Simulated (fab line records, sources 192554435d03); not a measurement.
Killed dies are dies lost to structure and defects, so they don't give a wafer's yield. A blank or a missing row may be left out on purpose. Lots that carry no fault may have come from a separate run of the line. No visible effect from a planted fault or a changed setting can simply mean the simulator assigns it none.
Split-lot study / flow n5Finfet / on a route of 1938 steps: 7 lots, 21 wafers read

## SPLIT DETAILS
At N5_MOL_CONTACT_COAG_EXPOSE_37 (exposes mask VD, defocus 0 nm), the setting doseMj was moved away from the recipe's 62 on 8 of the 21 wafers read, by -7.1% to +6.7%. For the rest of the wafers, this setting stayed at what the recipe calls for.

## FROM THE SPLIT TO THE READING: what the file shows between them, 8 steps
- N5_MOL_CONTACT_COAG_PEB_38: peb time 60 s
- N5_MOL_CONTACT_COAG_DEVELOP_39: develop time 30 s
- N5_MOL_CONTACT_COAG_CD_MEAS_40: target cd 25.1 nm
- N5_MOL_CONTACT_COAG_ALD_133: deposits SiO2, target thk 5 nm, pulse time 1 s, co reactant pulse time 1 s (also split here: aldCycles)
- N5_MOL_CONTACT_COAG_ETCHBACK_134: etches SiO2 in CHF3, target depth 10 nm, time 6.7 s
- N5_MOL_CONTACT_COAG_ETCH_67: etches SOC in N2/H2, target depth 60 nm, overetch 21 nm, time 101.2 s
- N5_MOL_CONTACT_COAG_PRECLEAN_138: cleans in alkaline clean, time 60 s
- N5_MOL_CONTACT_COAG_SRD_139: time 30 s

## THE READING
cdNm, in nm, at N5_MOL_CONTACT_COAG_CD_MEAS_101 (target cd 16 nm). On this fab line, fault-free wafers typically give 16.0 nm with a standard deviation of 0.3 nm.

wafer=L075.1; tool, chamber at the split=euvScanner-02, 0; doseMj as run=62; against the recipe=recipe; cdNm, nm=16.0; against lot-mates on the recipe=-
wafer=L075.3; tool, chamber at the split=euvScanner-02, 0; doseMj as run=62; against the recipe=recipe; cdNm, nm=15.7; against lot-mates on the recipe=-
wafer=L075.6; tool, chamber at the split=euvScanner-02, 0; doseMj as run=62; against the recipe=recipe; cdNm, nm=15.8; against lot-mates on the recipe=-
wafer=L081.2; tool, chamber at the split=euvScanner-01, 0; doseMj as run=57.87; against the recipe=-6.7%; cdNm, nm=15.0; against lot-mates on the recipe=-1.2
wafer=L081.5; tool, chamber at the split=euvScanner-01, 0; doseMj as run=57.87; against the recipe=-6.7%; cdNm, nm=15.1; against lot-mates on the recipe=-1.1
wafer=L081.6; tool, chamber at the split=euvScanner-01, 0; doseMj as run=62; against the recipe=recipe; cdNm, nm=16.2; against lot-mates on the recipe=-
wafer=L083.1; tool, chamber at the split=euvScanner-02, 0; doseMj as run=57.59; against the recipe=-7.1%; cdNm, nm=14.5; against lot-mates on the recipe=-1.3
wafer=L083.3; tool, chamber at the split=euvScanner-02, 0; doseMj as run=62; against the recipe=recipe; cdNm, nm=15.8; against lot-mates on the recipe=-
wafer=L083.4; tool, chamber at the split=euvScanner-02, 0; doseMj as run=57.59; against the recipe=-7.1%; cdNm, nm=14.9; against lot-mates on the recipe=-0.9
wafer=L086.2; tool, chamber at the split=euvScanner-02, 0; doseMj as run=62; against the recipe=recipe; cdNm, nm=16.3; against lot-mates on the recipe=-
wafer=L086.4; tool, chamber at the split=euvScanner-02, 0; doseMj as run=62; against the recipe=recipe; cdNm, nm=16.2; against lot-mates on the recipe=-
wafer=L086.6; tool, chamber at the split=euvScanner-02, 0; doseMj as run=62; against the recipe=recipe; cdNm, nm=16.3; against lot-mates on the recipe=-
wafer=L088.1; tool, chamber at the split=euvScanner-01, 0; doseMj as run=62; against the recipe=recipe; cdNm, nm=16.0; against lot-mates on the recipe=-
wafer=L088.3; tool, chamber at the split=euvScanner-01, 0; doseMj as run=66.17; against the recipe=+6.7%; cdNm, nm=17.5; against lot-mates on the recipe=+1.5
wafer=L088.6; tool, chamber at the split=euvScanner-01, 0; doseMj as run=66.17; against the recipe=+6.7%; cdNm, nm=17.1; against lot-mates on the recipe=+1.1
wafer=L093.1; tool, chamber at the split=euvScanner-02, 0; doseMj as run=64.66; against the recipe=+4.3%; cdNm, nm=17.0; against lot-mates on the recipe=+0.9
wafer=L093.2; tool, chamber at the split=euvScanner-02, 0; doseMj as run=64.66; against the recipe=+4.3%; cdNm, nm=16.8; against lot-mates on the recipe=+0.7
wafer=L093.4; tool, chamber at the split=euvScanner-02, 0; doseMj as run=62; against the recipe=recipe; cdNm, nm=16.1; against lot-mates on the recipe=-
wafer=L095.2; tool, chamber at the split=euvScanner-01, 0; doseMj as run=62; against the recipe=recipe; cdNm, nm=16.0; against lot-mates on the recipe=-
wafer=L095.4; tool, chamber at the split=euvScanner-01, 0; doseMj as run=62; against the recipe=recipe; cdNm, nm=16.2; against lot-mates on the recipe=-
wafer=L095.6; tool, chamber at the split=euvScanner-01, 0; doseMj as run=62; against the recipe=recipe; cdNm, nm=16.4; against lot-mates on the recipe=-

FIT RESULTS
A straight line over all 21 wafers: cdNm changes by +0.179 nm for each +1% of doseMj; r = +0.96; the points scatter about the line by 0.21 nm.
The same after taking each lot's own level away (the mean of its wafers on the recipe; 21 wafers): +0.175 nm for each +1%; r = +0.98; scatter 0.14 nm.
On that fit, the largest move of doseMj shifts the reading by 1.2 nm.
Measured against the standard deviation above, the lots' own levels, which go from 15.80 to 16.27 nm, span 1.6 times it.
Hence the lot-to-lot level has little effect on the slope; both slopes agree.
Check: with one of the wafers moved furthest among these (-7.1%) left out of the fit, the line predicts -1.19 nm for it against its lot-mates. It came out at -1.3 nm against them.

## OTHER SPLITS APPLIED TO THESE WAFERS
These wafers also went through other splits before the reading. Each is held against what the fit with the lots' levels taken away leaves over:
other split on the same wafers=N5_GATE_CUT_DESCUM_18 timeS; wafers away from the commonest value=12; r with cdNm (lot level and that fit taken away)=-0.22
other split on the same wafers=N5_MOL_CONTACT_COAG_ETCH_105 biasW; wafers away from the commonest value=6; r with cdNm (lot level and that fit taken away)=+0.00
other split on the same wafers=N5_MOL_CONTACT_COAG_CONTACT_ETCH_14 sourceW; wafers away from the commonest value=8; r with cdNm (lot level and that fit taken away)=-0.05
other split on the same wafers=N5_MOL_CONTACT_COAG_ALD_133 aldCycles; wafers away from the commonest value=4; r with cdNm (lot level and that fit taken away)=-0.10

## THE WHOLE CHAIN: every reading that the file lists as answering this split, in the file's order
step=N5_MOL_CONTACT_COAG_CD_MEAS_40; what it does=target cd 25.1 nm; reading=cdNm; change (the file's fit)=+0.182 nm for each +1% of the setting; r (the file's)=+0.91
step=N5_MOL_CONTACT_COAG_CD_MEAS_101; what it does=target cd 16 nm; reading=cdNm; change (the file's fit)=+0.17 nm for each +1% of the setting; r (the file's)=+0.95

## FILE'S OWN FIT
cdNm changes by +0.17 nm for each +1% of doseMj, r = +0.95.
